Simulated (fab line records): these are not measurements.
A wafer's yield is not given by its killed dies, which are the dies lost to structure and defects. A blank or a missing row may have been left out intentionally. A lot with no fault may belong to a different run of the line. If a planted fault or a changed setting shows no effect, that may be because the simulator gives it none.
Which tool did it? -- flow n5_finfet -- Sampling: 24 lots, 72 wafers, 6 of 1938 route steps

WHAT THE GAUGES READ, wafer by wafer
N5_DUMMY_GATE_INSPECT_27: inspects for defects (brightfield).
lot,measured,on,raw_defect_count
L074,day 3 01:07,defect_inspect-02,176 207 158
L075,day 3 05:13,defect_inspect-01,312 344 372
L076,day 3 10:39,defect_inspect-02,216 210 325
L077,day 3 18:13,defect_inspect-01,507 443 356
L078,day 4 01:34,defect_inspect-01,381 360 373
L079,day 4 05:38,defect_inspect-01,295 224 209
L080,day 4 11:29,defect_inspect-01,222 253 209
L081,day 4 19:38,defect_inspect-01,260 273 289
L082,day 4 22:28,defect_inspect-01,208 274 306
L083,day 5 04:49,defect_inspect-02,280 254 236
L084,day 5 12:35,defect_inspect-02,303 260 291
L085,day 5 20:29,defect_inspect-01,308 269 372
L086,day 6 01:11,defect_inspect-02,506 256 387
L087,day 6 05:56,defect_inspect-02,290 289 357
L088,day 6 12:55,defect_inspect-02,416 375 387
L089,day 6 20:54,defect_inspect-02,298 408 305
L090,day 6 21:36,defect_inspect-01,185 230 239
L091,day 7 05:31,defect_inspect-01,174 193 200
L092,day 7 11:20,defect_inspect-01,384 381 359
L093,day 7 18:05,defect_inspect-02,232 154 233
L094,day 7 22:22,defect_inspect-02,294 219 159
L095,day 8 04:35,defect_inspect-02,261 228 234
L096,day 8 12:16,defect_inspect-02,299 256 266
L097,day 8 17:11,defect_inspect-02,242 232 295

N5_SPACER0_INSPECT_04: inspects for defects (darkfield).
lot,measured,on,raw_defect_count
L074,day 3 01:43,defect_inspect-02,82 109 103
L075,day 3 05:49,defect_inspect-01,121 191 145
L076,day 3 11:15,defect_inspect-01,152 93 217
L077,day 3 19:44,defect_inspect-01,206 151 154
L078,day 4 02:11,defect_inspect-01,142 162 145
L079,day 4 06:25,defect_inspect-02,112 123 127
L080,day 4 12:06,defect_inspect-02,132 136 112
L081,day 4 20:39,defect_inspect-01,133 150 159
L082,day 4 23:54,defect_inspect-02,155 166 197
L083,day 5 05:38,defect_inspect-02,157 117 104
L084,day 5 13:11,defect_inspect-02,121 115 119
L085,day 5 21:11,defect_inspect-02,128 103 142
L086,day 6 02:11,defect_inspect-01,203 102 135
L087,day 6 06:32,defect_inspect-01,116 126 152
L088,day 6 13:31,defect_inspect-02,193 166 158
L089,day 6 21:31,defect_inspect-01,128 169 147
L090,day 6 22:12,defect_inspect-02,101 112 103
L091,day 7 06:13,defect_inspect-01,97 98 76
L092,day 7 12:02,defect_inspect-01,159 174 151
L093,day 7 18:41,defect_inspect-02,121 130 154
L094,day 7 22:58,defect_inspect-02,120 89 89
L095,day 8 05:12,defect_inspect-02,105 102 112
L096,day 8 12:53,defect_inspect-01,136 99 106
L097,day 8 18:06,defect_inspect-02,101 114 145

N5_SD_EPI_N_CD_MEAS_09: target cd 120 nm.
lot,measured,on,cd_nm (nm)
L074,day 3 02:07,cd_sem-03,119.6 118.7 118.9
L075,day 3 06:05,cd_sem-03,119.9 119.2 119.5
L076,day 3 11:39,cd_sem-02,119.6 119.1 119.6
L077,day 3 20:08,cd_sem-03,120.6 118.5 120.1
L078,day 4 02:27,cd_sem-02,120.4 119.1 120.3
L079,day 4 06:41,cd_sem-01,120.4 120.0 119.4
L080,day 4 12:22,cd_sem-02,119.6 119.7 119.8
L081,day 4 21:03,cd_sem-02,120.9 120.8 120.3
L082,day 5 00:10,cd_sem-01,120.3 121.0 121.2
L083,day 5 06:02,cd_sem-02,120.5 119.8 119.1
L084,day 5 13:35,cd_sem-02,120.1 119.3 120.8
L085,day 5 21:28,cd_sem-03,118.8 120.7 119.4
L086,day 6 02:34,cd_sem-02,119.3 118.2 119.6
L087,day 6 06:49,cd_sem-03,121.0 120.4 120.9
L088,day 6 13:55,cd_sem-01,118.0 118.7 119.4
L089,day 6 21:55,cd_sem-01,120.6 120.1 120.1
L090,day 6 22:36,cd_sem-01,120.6 120.1 120.8
L091,day 7 06:37,cd_sem-03,120.0 120.1 120.4
L092,day 7 12:26,cd_sem-02,119.2 119.5 119.1
L093,day 7 19:05,cd_sem-01,120.4 120.6 120.4
L094,day 7 23:22,cd_sem-03,120.5 121.5 121.1
L095,day 8 05:36,cd_sem-02,120.4 118.9 119.5
L096,day 8 13:17,cd_sem-02,120.7 119.7 120.1
L097,day 8 18:30,cd_sem-03,120.1 119.4 119.3

EACH LOT AND THE TOOL THAT RAN IT (in order: tool; ch and the chambers of the sampled wafers; start)
lot,N5_DUMMY_GATE_ALD_02,N5_DUMMY_GATE_ETCH_36,N5_DUMMY_GATE_ETCH_23
L074,"ald_sin-03 ch 0,1,2, day 2 13:28","rie_diel-03 ch 0,2, day 3 00:03","rie_si-06 ch 0,2,3, day 3 00:40"
L075,"ald_sin-02 ch 2,3, day 2 19:32","rie_diel-05 ch 0,3, day 3 04:10","rie_si-01 ch 0,1,3, day 3 04:46"
L076,"ald_sin-03 ch 1,2,3, day 3 00:38","rie_diel-03 ch 0,2,3, day 3 09:34","rie_si-01 ch 0,3, day 3 10:12"
L077,"ald_sin-03 ch 0,2,3, day 3 08:00","rie_diel-01 ch 0,3, day 3 17:10","rie_si-01 ch 1,2,3, day 3 17:46"
L078,"ald_sin-03 ch 1,3, day 3 13:19","rie_diel-03 ch 0,1, day 3 23:57","rie_si-06 ch 1,2,3, day 4 01:01"
L079,"ald_sin-04 ch 1,2, day 3 19:45","rie_diel-03 ch 2,3, day 4 04:25","rie_si-02 ch 0,1,2, day 4 05:01"
L080,"ald_sin-04 ch 0,1, day 4 01:05","rie_diel-01 ch 1,2,3, day 4 10:02","rie_si-01 ch 0,1,3, day 4 11:01"
L081,"ald_sin-03 ch 1,3, day 4 09:46","rie_diel-01 ch 1,3, day 4 18:30","rie_si-06 ch 0,3, day 4 19:06"
L082,"ald_sin-03 ch 0,1,3, day 4 12:47","rie_diel-01 ch 0,1,3, day 4 21:25","rie_si-02 ch 0,1,2, day 4 22:01"
L083,"ald_sin-03 ch 0,1,2, day 4 19:02","rie_diel-03 ch 2,3, day 5 03:39","rie_si-06 ch 0,2,3, day 5 04:22"
L084,"ald_sin-04 ch 0,1,3, day 5 02:35","rie_diel-01 ch 1,3, day 5 11:32","rie_si-02 ch 0,2, day 5 12:08"
L085,"ald_sin-04 ch 0,1,2, day 5 10:42","rie_diel-05 ch 0,3, day 5 19:26","rie_si-01 ch 1,3, day 5 20:02"
L086,"ald_sin-03 ch 0,1,3, day 5 13:34","rie_diel-03 ch 1,2,3, day 6 00:08","rie_si-06 ch 0,2,3, day 6 00:44"
L087,"ald_sin-02 ch 0,1, day 5 19:55","rie_diel-01 ch 1,2, day 6 04:40","rie_si-01 ch 0,1,3, day 6 05:25"
L088,"ald_sin-04 ch 0,1,3, day 6 02:08","rie_diel-03 ch 1,2,3, day 6 11:38","rie_si-01 ch 1,2,3, day 6 12:28"
L089,"ald_sin-03 ch 0,2,3, day 6 11:04","rie_diel-01 ch 0,2, day 6 19:48","rie_si-01 ch 0,2,3, day 6 20:27"
L090,"ald_sin-04 ch 0,1,3, day 6 11:55","rie_diel-01 ch 0,3, day 6 20:31","rie_si-02 ch 1,2,3, day 6 21:09"
L091,"ald_sin-02 ch 0,2,3, day 6 19:30","rie_diel-01 ch 2,3, day 7 04:14","rie_si-06 ch 0,1,3, day 7 05:04"
L092,"ald_sin-04 ch 0,1,3, day 7 01:38","rie_diel-05 ch 1,3, day 7 10:15","rie_si-06 ch 1,2,3, day 7 10:53"
L093,"ald_sin-03 ch 1,2,3, day 7 08:12","rie_diel-03 ch 0,1,2, day 7 16:56","rie_si-02 ch 2,3, day 7 17:32"
L094,"ald_sin-04 ch 0,1,3, day 7 12:34","rie_diel-05 ch 1,2,3, day 7 21:19","rie_si-06 ch 0,1, day 7 21:55"
L095,"ald_sin-03 ch 0,2,3, day 7 18:37","rie_diel-01 ch 0,2,3, day 8 03:15","rie_si-06 ch 1,2,3, day 8 03:56"
L096,"ald_sin-02 ch 0,2,3, day 8 00:25","rie_diel-01 ch 0,1,2, day 8 11:05","rie_si-01 ch 0,2,3, day 8 11:49"
L097,"ald_sin-03 ch 1,2,3, day 8 07:16","rie_diel-01 ch 0,1,3, day 8 15:53","rie_si-01 ch 1,2,3, day 8 16:44"
- N5_DUMMY_GATE_ALD_02: deposits SiO2, target thk 2 nm, pulse time 1 s.
- N5_DUMMY_GATE_ETCH_36: etches SiARC in CF4, target depth 13 nm.
- N5_DUMMY_GATE_ETCH_23: etches poly-Si in HBr/Cl2/O2, target depth 41 nm, time 22.3 s.

AS READ BY THE TOOLS THEMSELVES (means over the sampled wafers that have a number; for cases with no such wafer, the mark the record gives instead)
N5_DUMMY_GATE_ALD_02.
lot,tool,heater_power_w (W),precursor_pulse_height_rel
L074,ald_sin-03,532,1.015
L075,ald_sin-02,506,0.991
L076,ald_sin-03,514,0.997
L077,ald_sin-03,541,1.004
L078,ald_sin-03,514,1.011
L079,ald_sin-04,465,1.004
L080,ald_sin-04,463,0.995
L081,ald_sin-03,522,1.007
L082,ald_sin-03,542,0.998
L083,ald_sin-03,528,1.013
L084,ald_sin-04,437,0.996
L085,ald_sin-04,461,1.001
L086,ald_sin-03,535,1.019
L087,ald_sin-02,471,1.008
L088,ald_sin-04,437,0.980
L089,ald_sin-03,536,0.997
L090,ald_sin-04,447,1.001
L091,ald_sin-02,483,1.009
L092,ald_sin-04,435,1.008
L093,ald_sin-03,523,1.014
L094,ald_sin-04,444,1.006
L095,ald_sin-03,540,0.992
L096,ald_sin-02,481,0.991
L097,ald_sin-03,510,0.984

N5_DUMMY_GATE_ETCH_36.
lot,tool,bias_w (W),drypump_motor_current_A (A),oes_product_au (a.u.),rf_vpp_V (V),showerhead_plenum_p_Torr (Torr),throttle_valve_pct (%)
L074,rie_diel-03,36.05,5.3,0.79,183.5,2.10,15.61
L075,rie_diel-05,36.08,5.7,0.76,184.9,2.14,15.40
L076,rie_diel-03,36.08,5.5,0.75,184.1,2.15,15.62
L077,rie_diel-01,36.01,5.0,0.87,184.7,2.13,15.50
L078,rie_diel-03,36.09,6.0,0.90,183.8,2.12,15.44
L079,rie_diel-03,36.06,5.3,0.75,182.7,2.17,15.61
L080,rie_diel-01,36.10,5.4,0.79,183.9,2.12,15.72
L081,rie_diel-01,36.00,5.6,0.86,184.3,2.14,15.55
L082,rie_diel-01,36.03,5.3,0.85,184.5,2.14,15.53
L083,rie_diel-03,35.91,5.2,0.76,183.2,2.12,15.64
L084,rie_diel-01,36.04,5.7,0.84,184.6,2.14,15.54
L085,rie_diel-05,35.98,5.7,0.78,183.9,2.07,15.47
L086,rie_diel-03,36.01,5.5,0.81,183.9,2.13,15.55
L087,rie_diel-01,35.92,5.3,0.77,184.1,2.14,15.91
L088,rie_diel-03,36.09,5.5,0.80,182.5,2.12,15.55
L089,rie_diel-01,36.02,4.9,0.83,185.1,2.15,15.71
L090,rie_diel-01,35.98,5.0,0.83,184.3,2.12,15.55
L091,rie_diel-01,35.94,5.2,0.70,183.6,2.07,15.80
L092,rie_diel-05,35.99,5.9,0.76,185.4,2.23,15.39
L093,rie_diel-03,35.99,5.7,0.79,182.9,2.10,15.58
L094,rie_diel-05,36.00,6.2,0.79,185.2,2.23,15.30
L095,rie_diel-01,36.10,5.1,0.75,183.1,2.11,15.77
L096,rie_diel-01,36.09,5.2,0.81,183.9,2.15,15.75
L097,rie_diel-01,36.01,5.3,0.82,183.6,2.13,15.59

N5_DUMMY_GATE_ETCH_23.
lot,tool,bias_w (W),drypump_motor_current_A (A),oes_product_au (a.u.),throttle_valve_pct (%)
L074,rie_si-06,102.01,5.1,0.998,37.5
L075,rie_si-01,101.71,5.7,0.984,36.7
L076,rie_si-01,102.07,6.1,1.004,36.9
L077,rie_si-01,101.99,5.3,0.992,36.9
L078,rie_si-06,102.01,5.4,0.985,37.3
L079,rie_si-02,102.32,5.6,0.996,37.1
L080,rie_si-01,101.70,5.7,0.996,36.7
L081,rie_si-06,101.88,5.2,1.001,37.5
L082,rie_si-02,102.23,5.6,0.998,37.1
L083,rie_si-06,102.23,5.1,0.997,37.5
L084,rie_si-02,101.57,5.4,1.006,36.9
L085,rie_si-01,102.04,5.3,0.979,36.8
L086,rie_si-06,101.67,5.1,1.006,37.5
L087,rie_si-01,102.09,5.7,0.988,36.7
L088,rie_si-01,101.56,5.3,0.994,36.9
L089,rie_si-01,101.97,5.8,0.995,37.1
L090,rie_si-02,101.86,5.8,0.992,37.4
L091,rie_si-06,101.87,5.5,0.997,37.3
L092,rie_si-06,101.90,5.4,0.981,37.4
L093,rie_si-02,101.84,5.8,0.984,37.7
L094,rie_si-06,102.11,5.9,0.988,37.1
L095,rie_si-06,101.89,5.4,0.982,37.3
L096,rie_si-01,102.02,5.8,0.993,37.1
L097,rie_si-01,101.88,5.3,0.982,36.9

THE ANSWER, worked out from the rows above alone
Rule: what is usual is taken from the lots themselves. The widest of any qualifying gaps counts: lots, ordered by their means at a reading, are off when they make up no more than a third of the lots, leave a main group of 4 or more, and stand apart from it by 3 or more times the standard deviation of that group's means. The tables above print the reading to a certain number of digits; a main group whose means all agree to those digits is not used. A lot without any number at a reading at which 4 lots or more have one is off too. The other lots that the step has rows for count as sound. The gauges are gone through in route order, then the tools' own readings, and for those a lot's mean is taken as printed above. At the first step where some lot is off, the reading lying furthest off is the one used; lots without a number count as furthest.
No lot is off at any reading shown: from this, nothing can be told.

WHAT HAD BEEN PUT IN BY THE SIMULATOR
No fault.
